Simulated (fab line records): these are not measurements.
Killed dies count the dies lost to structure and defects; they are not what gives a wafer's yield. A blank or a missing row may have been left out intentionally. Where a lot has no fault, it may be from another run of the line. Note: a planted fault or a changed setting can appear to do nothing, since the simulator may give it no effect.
Matching of chambers / flow n5-finfet / N5_FIN_SAQP_SPACER2_ALD_28 on ald-sin-02 has 4 sister chambers
The step deposits SiO2, target thk 8.1 nm, pulse time 1 s, purge time 2 s. 8 wafers are shown with their chamber, then 10 later ones without.

## WAFERS PAIRED WITH THEIR CHAMBERS
wafer=L082.5; chamber=2; heater-power-w (W)=399; heater-power-outer-w (W)=218
wafer=L084.2; chamber=1; heater-power-w (W)=388; heater-power-outer-w (W)=222
wafer=L088.2; chamber=3; heater-power-w (W)=405; heater-power-outer-w (W)=247
wafer=L088.6; chamber=1; heater-power-w (W)=391; heater-power-outer-w (W)=222
wafer=L089.5; chamber=3; heater-power-w (W)=408; heater-power-outer-w (W)=244
wafer=L089.6; chamber=0; heater-power-w (W)=526; heater-power-outer-w (W)=296
wafer=L091.1; chamber=0; heater-power-w (W)=512; heater-power-outer-w (W)=290
wafer=L091.3; chamber=2; heater-power-w (W)=398; heater-power-outer-w (W)=220

## WAFERS WITHOUT THEIR CHAMBER
wafer=L091.5; heater-power-w (W)=394; heater-power-outer-w (W)=222
wafer=L093.1; heater-power-w (W)=402; heater-power-outer-w (W)=218
wafer=L093.4; heater-power-w (W)=417; heater-power-outer-w (W)=238
wafer=L093.5; heater-power-w (W)=399; heater-power-outer-w (W)=235
wafer=L094.1; heater-power-w (W)=403; heater-power-outer-w (W)=249
wafer=L094.5; heater-power-w (W)=391; heater-power-outer-w (W)=222
wafer=L094.6; heater-power-w (W)=393; heater-power-outer-w (W)=220
wafer=L095.1; heater-power-w (W)=523; heater-power-outer-w (W)=301
wafer=L095.2; heater-power-w (W)=397; heater-power-outer-w (W)=218
wafer=L095.4; heater-power-w (W)=396; heater-power-outer-w (W)=219

## THE CHAMBER EACH PASSED THROUGH
wafer=L091.5; from the rows above=can't be placed: 1 or 2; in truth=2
wafer=L093.1; from the rows above=2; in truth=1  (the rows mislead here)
wafer=L093.4; from the rows above=3; in truth=3
wafer=L093.5; from the rows above=can't be placed: 3 or 1 or 2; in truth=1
wafer=L094.1; from the rows above=3; in truth=3
wafer=L094.5; from the rows above=can't be placed: 1 or 2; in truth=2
wafer=L094.6; from the rows above=can't be placed: 1 or 2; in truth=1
wafer=L095.1; from the rows above=0; in truth=0
wafer=L095.2; from the rows above=can't be placed: 2 or 1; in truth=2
wafer=L095.4; from the rows above=can't be placed: 2 or 1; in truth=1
3 of 10 placed correctly. Cannot be placed on the basis of these rows: 6; the candidates contain the true chamber in 6. 1 placed wrongly.
How it was worked out, from the rows above alone: a wafer's distance from a chamber is the root of the sum, over the readings, of the square of ((its reading less the chamber's mean) divided by the reading's scatter). If the next closest chamber is less than 2 further off than the closest, the wafer can't be placed; otherwise it belongs to the closest. Each chamber's mean is taken over the wafers shown for it. The scatter is the square root of a quotient: the sum, over the shown wafers, of each reading's squared deviation from its chamber's mean, divided by wafers minus chambers.
